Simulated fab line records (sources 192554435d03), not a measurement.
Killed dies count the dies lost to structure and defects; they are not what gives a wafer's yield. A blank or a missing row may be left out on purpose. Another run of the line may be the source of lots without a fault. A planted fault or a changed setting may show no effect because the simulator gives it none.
fab line records    flow n5Finfet    part 2 of 2: steps 5 to 7 of 7
[record] lots = 15  wafers = 45  lastDay = 17
route steps=1938 shown BEOL_M4@1037
lots that met no fault: taken from a fault-free run of the same line
startH: hours from the record's first day to the start of the lot's first wafer shown    waitH: how many hours have passed since the lot's step before this one    " the same as in the row above    L1.1+2: a row that stands for several wafers    - no value, or no start was given    * or withheld: withheld    < > ~ a bound
route shown NAME@n: a module of which the file shows steps, and the number in the route of the first    usual: the fault-free wafers' mean and standard deviation    same: alike in all rows    chamber/n: place in a boat    sites: each site's reading    _std_site: their standard deviation    _edge_site: the outer-site mean with the inner-site mean subtracted    radiusMm: how far each site lies from the wafer's centre    mask NAME#n: copy n    behind: the last tool/chamber to shape the wafer    hold: cause of the lot's hold/its duration in hours/its outcome    device: the n, p or np transistor that did not switch    end of line: the route-end tests of the same wafers    a step given without rows: its recipe and nothing more    killed: not the wafer's yield, but the dies lost to structure and defects at the first sort    map: shows each die of a wafer: x if killed, . if not, _ if none is there
set.NAME: the setting that was run; set.NAME@STEP: the one run at that earlier step    model.NAME: the simulator's own value behind a step, which no gauge read
steps of the route over a sample of lots; a table a step, a row a wafer
services: when a tool's chamber went out of use (startH, in hours from the record's first day, below 0 if earlier), for how many hours, and the reason
[[steps]]
[step N5_BEOL_M4_HM_OPEN_17]
[recipe] chemistry = Cl2/BCl3  targetDepthA = 200  overetchA = 60  target = TiN  maskMaterial = SOC  ionEnergyEv = 150  pressureMtorr = 10  icpW = 1000  biasW = 126  Cl2_flow_sccm = 53.25  bcl3FlowSccm = 21.75  Ar_flow_sccm = 25
[usual] drypumpMotorCurrentA = 5.5/0.34  oesProductAu = 0.70/0.05  throttleValvePct = 22.02/0.15
lot.wafer  tool         chamber  startH  waitH  drypumpMotorCurrentA  oesProductAu  rfHoursCounterH  throttleValvePct
L577.1     rieMetal-01  0        148.06  0.0    5.3                   0.76          11               21.99
L577.2     "            1        "       "      5.2                   0.71          29               22.20
L577.4     "            1        "       "      5.2                   0.71          -                22.22
L579.2     rieMetal-01  0        173.45  0.0    5.3                   0.76          13               21.95
L579.3     "            0        "       "      5.4                   0.77          -                21.96
L579.5     "            1        "       "      5.2                   0.71          -                22.20
L580.2     rieMetal-03  1        188.67  0.0    5.1                   0.76          10               21.79
L580.5     "            1        "       "      5.2                   0.76          -                21.79
L580.6     "            0        "       "      6.0                   0.63          -                22.09
L584.1     rieMetal-02  0        192.89  0.0    5.5                   0.65          47               21.85
L584.5     "            0        "       "      5.5                   0.65          -                21.84
L584.6     "            1        "       "      5.8                   0.78          -                22.13
L583.3     rieMetal-03  1        193.11  0.1    5.1                   0.75          -                21.82
L583.4     "            0        "       "      6.0                   0.64          -                22.08
L583.5     "            1        "       "      5.1                   0.76          -                21.81
L581.1     rieMetal-03  1        195.71  0.0    5.2                   0.33          11               22.47
L581.5     "            0        "       "      6.0                   0.27          -                22.73
L581.6     "            1        "       "      5.1                   0.33          -                22.46
L582.1     rieMetal-01  0        197.09  0.0    5.3                   0.33          16               22.65
L582.3     "            1        "       "      5.2                   0.31          -                22.86
L582.4     "            0        "       "      5.3                   0.32          -                22.64
L585.3     rieMetal-03  0        197.38  0.1    6.0                   0.29          -                22.72
L585.4     "            1        "       "      5.2                   0.33          -                22.46
L585.6     "            0        "       "      6.0                   0.28          -                22.71
L590.4     rieMetal-02  0        238.38  0.1    5.5                   0.65          -                21.83
L590.5     "            0        "       "      5.5                   0.65          -                21.83
L590.6     "            1        "       "      5.7                   0.76          -                22.15
L592.1     rieMetal-03  0        248.83  0.0    6.0                   0.63          66               22.09
L592.3     "            0        "       "      6.0                   0.62          -                22.07
L592.4     "            1        "       "      5.1                   0.74          -                21.82
L593.1     rieMetal-03  1        252.86  0.0    5.1                   0.74          16               21.80
L593.4     "            0        "       "      6.0                   0.63          -                22.07
L593.6     "            0        "       "      6.0                   0.63          -                22.07
L594.2     rieMetal-01  1        254.04  0.0    5.2                   0.69          39               22.21
L594.3     "            1        "       "      5.2                   0.69          -                22.21
L594.5     "            0        "       "      5.3                   0.73          -                21.99
L598.1     rieMetal-02  0        296.32  0.0    5.5                   0.63          55               21.86
L598.3     "            1        "       "      5.8                   0.74          -                22.17
L598.4     "            0        "       "      5.5                   0.63          -                21.86
L599.1     rieMetal-03  0        297.85  0.0    6.0                   0.62          70               22.09
L599.3     "            0        "       "      6.0                   0.62          -                22.09
L599.5     "            1        "       "      5.1                   0.72          -                21.82
L600.3     rieMetal-01  0        304.41  0.1    5.3                   0.72          -                22.00
L600.4     "            1        "       "      5.2                   0.66          -                22.23
L600.6     "            1        "       "      5.2                   0.67          -                22.24
[step N5_BEOL_M4_CD_MEAS_18]
[recipe] pitchNm = 36  targetCdNm = 18
[usual] cdNm = 18.1/0.36
lot.wafer  tool      chamber  startH  waitH  cdNm
L577.1     cdSem-02  -        148.24  0.0    18.4
L577.2     "         -        "       "      17.7
L577.4     "         -        "       "      17.5
L579.2     cdSem-01  -        173.64  0.1    18.2
L579.3     "         -        "       "      18.1
L579.5     "         -        "       "      18.4
L580.2     cdSem-01  -        188.86  0.1    18.3
L580.5     "         -        "       "      18.8
L580.6     "         -        "       "      18.5
L584.1     cdSem-01  -        193.13  0.0    18.2
L584.5     "         -        "       "      18.0
L584.6     "         -        "       "      18.1
L583.3     cdSem-02  -        193.27  0.1    18.5
L583.4     "         -        "       "      18.3
L583.5     "         -        "       "      18.2
L581.1     cdSem-02  -        195.89  0.0    -
L581.5     "         -        "       "      -
L581.6     "         -        "       "      -
L582.1     cdSem-01  -        197.37  0.0    -
L582.3     "         -        "       "      -
L582.4     "         -        "       "      -
L585.3     cdSem-01  -        197.55  0.1    -
L585.4     "         -        "       "      -
L585.6     "         -        "       "      -
L590.4     cdSem-01  -        238.55  0.1    18.2
L590.5     "         -        "       "      17.7
L590.6     "         -        "       "      18.6
L592.1     cdSem-02  -        249.01  0.0    18.0
L592.3     "         -        "       "      18.1
L592.4     "         -        "       "      18.0
L593.1     cdSem-02  -        253.04  0.0    18.5
L593.4     "         -        "       "      18.1
L593.6     "         -        "       "      18.3
L594.2     cdSem-01  -        254.23  0.1    17.9
L594.3     "         -        "       "      18.1
L594.5     "         -        "       "      18.4
L598.1     cdSem-03  -        296.50  0.0    18.3
L598.3     "         -        "       "      18.6
L598.4     "         -        "       "      18.2
L599.1     cdSem-03  -        298.03  0.0    17.6
L599.3     "         -        "       "      17.6
L599.5     "         -        "       "      17.5
L600.3     cdSem-01  -        304.56  0.1    18.0
L600.4     "         -        "       "      17.5
L600.6     "         -        "       "      17.9
[step N5_BEOL_M4_RC_MEAS_101]
[usual] DIBL_N = 35.9/1.9  DIBL_P = 35.8/2.4  IOFF_N = 0.15/0.031  IOFF_P = 0.21/0.037  ION_N = 672/13  ION_P = 462/8.3  SS_N = 71.5/0.72  SS_P = 73.2/0.67  VT_N = 250/3.4  VT_P = -250/3.4
lot.wafer  tool       chamber  startH  waitH  DIBL_N[mV/V]  DIBL_P[mV/V]  IOFF_N[nA/um]  IOFF_P[nA/um]  ION_N[uA/um]  ION_P[uA/um]  SS_N[mV/dec]  SS_P[mV/dec]  VT_N[mV]  VT_P[mV]
L577.1     prober-02  0        166.95  0.0    37.0          37.6          0.15           0.22           676           466           71.2          73.8          250       -250
L577.2     "          0        "       "      36.5          35.3          0.13           0.18           657           450           71.2          73.2          253       -253
L577.4     "          0        "       "      36.5          36.1          0.13           0.19           660           457           71.4          72.7          252       -251
L579.2     prober-02  0        184.98  0.2    32.8          33.2          0.11           0.14           650           452           70.8          72.9          255       -258
L579.3     "          0        "       "      33.6          34.1          0.11           0.14           640           435           70.8          73.1          259       -259
L579.5     "          0        "       "      32.4          32.9          0.10           0.13           651           444           70.5          72.6          258       -258
L580.2     prober-02  0        197.24  0.2    35.8          35.0          0.13           0.18           661           453           71.1          72.7          251       -252
L580.5     "          0        "       "      37.4          36.8          0.16           0.22           669           462           72.1          73.6          252       -250
L580.6     "          0        "       "      35.5          34.3          0.13           0.18           669           459           71.0          73.0          252       -251
L584.1     prober-02  0        203.01  0.0    35.9          36.7          0.16           0.22           684           462           70.7          73.4          248       -252
L584.5     "          0        "       "      33.1          32.7          0.11           0.16           657           456           70.2          71.7          252       -254
L584.6     "          0        "       "      36.3          36.9          0.17           0.22           678           460           71.2          73.2          247       -248
L583.3     prober-02  0        204.25  0.6    35.1          36.0          0.15           0.20           675           460           71.0          73.3          249       -250
L583.4     "          0        "       "      37.4          37.4          0.18           0.23           683           466           71.9          74.1          248       -251
L583.5     "          0        "       "      38.2          37.8          0.18           0.24           668           467           73.1          73.8          248       -249
L590.4     prober-01  0        245.17  0.5    36.8          38.0          0.17           0.24           676           465           71.6          73.1          249       -245
L590.5     "          0        "       "      35.0          35.3          0.14           0.20           655           459           71.8          73.2          253       -247
L590.6     "          0        "       "      34.6          36.1          0.14           0.21           679           470           71.0          73.0          249       -246
L592.1     prober-01  0        256.16  0.0    38.7          40.9          0.24           0.30           691           472           72.6          73.3          244       -245
L592.3     "          0        "       "      38.1          38.9          0.21           0.25           670           463           72.7          72.8          247       -244
L592.4     "          0        "       "      36.4          37.9          0.17           0.22           684           469           71.6          74.0          251       -247
L594.2     prober-02  0        261.13  0.2    39.6          39.5          0.21           0.29           684           476           71.4          74.8          243       -247
L594.3     "          0        "       "      38.2          36.9          0.18           0.24           682           469           72.2          73.5          247       -251
L594.5     "          0        "       "      36.8          36.1          0.16           0.22           674           464           71.6          73.5          248       -249
L593.1     prober-01  0        264.32  0.0    35.3          36.0          0.14           0.21           675           473           70.9          73.6          251       -248
L593.4     "          0        "       "      35.6          35.1          0.14           0.19           669           460           70.4          73.2          252       -250
L593.6     "          0        "       "      34.8          35.6          0.13           0.20           666           461           71.4          72.9          254       -251
L599.1     prober-01  0        310.02  0.0    38.1          39.6          0.19           0.26           677           462           72.5          74.5          246       -246
L599.3     "          0        "       "      37.9          38.2          0.18           0.23           696           474           72.1          74.2          249       -248
L599.5     "          0        "       "      35.8          37.0          0.15           0.20           674           464           71.2          74.0          251       -251
L598.1     prober-02  0        310.27  0.0    36.2          39.0          0.16           0.23           667           459           71.7          73.3          252       -248
L598.3     "          0        "       "      37.0          39.4          0.16           0.22           662           451           71.6          73.5          249       -250
L598.4     "          0        "       "      35.5          37.0          0.14           0.19           672           461           71.8          73.1          252       -250
L600.3     prober-02  0        313.89  0.3    34.6          33.6          0.13           0.20           674           473           70.6          72.7          250       -251
L600.4     "          0        "       "      36.8          35.7          0.17           0.23           690           475           71.4          73.0          249       -247
L600.6     "          0        "       "      36.9          35.7          0.16           0.23           682           473           71.3          72.5          253       -247
[[services]]
tool         chamber  startH  hours  kind
rieDiel-05   -        130.49  0.3    repair
rieDiel-04   0        167.03  32.6   repair
rieDiel-04   3        191.39  5.6    repair
rieMetal-01  -        204.00  0.5    repair
rieDiel-06   0        204.57  -      clean
rieDiel-06   0        204.57  -      consumableReplace:focusRing
rieDiel-06   0        204.57  14.5   scheduledDown
rieDiel-06   0        204.57  14.5   ventCycle
rieDiel-05   -        219.24  0.6    repair
rieDiel-06   -        226.50  4.3    pm
rieDiel-06   2        244.62  10.0   repair
rieDiel-05   1        249.20  16.5   repair
rieDiel-04   3        277.18  5.2    repair
rieMetal-02  -        281.58  1.0    repair
rieMetal-02  -        293.50  1.4    pm
[[key]]
[firstSign] step = N5_BEOL_M4_ETCH_64  reading = toolRecord  direction = missing
[effect] step = N5_BEOL_M4_HM_OPEN_17  reading = oesProductAu  direction = down  sigmas = 7.8  usual = 0.70  struck = 0.31
[effect] step = N5_BEOL_M4_CD_MEAS_18  reading = cdNm  direction = missing
metAt N5_BEOL_M4_ETCH_64
struckLots L581,L582,L585
laterRowsLeftOut L581.1,L581.5,L581.6,L582.1,L582.3,L582.4,L585.3,L585.4,L585.6
sortLeftOut L581.1,L581.5,L581.6,L582.1,L582.3,L582.4,L585.3,L585.4,L585.6
notActingAt N5_BEOL_M4_DESCUM_16,N5_BEOL_M4_ETCH_74,N5_BEOL_M4_ETCH_63
onsetBetween 192.91 195.46
[fault] kind = skippedStepWhole  tool = rieDiel-04,rieDiel-05,rieDiel-06  chamber = -  onsetH = 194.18  steps = N5_BEOL_M4_ETCH_64  scope = struckLotsOnly
// sortLeftOut: the simulated sort isn't trusted on such a fault, so these wafers' sort isn't shown, and their yield isn't known
// laterRowsLeftOut: the simulator's readings of these wafers behind a module that went badly wrong aren't trusted and aren't shown, but for the sort
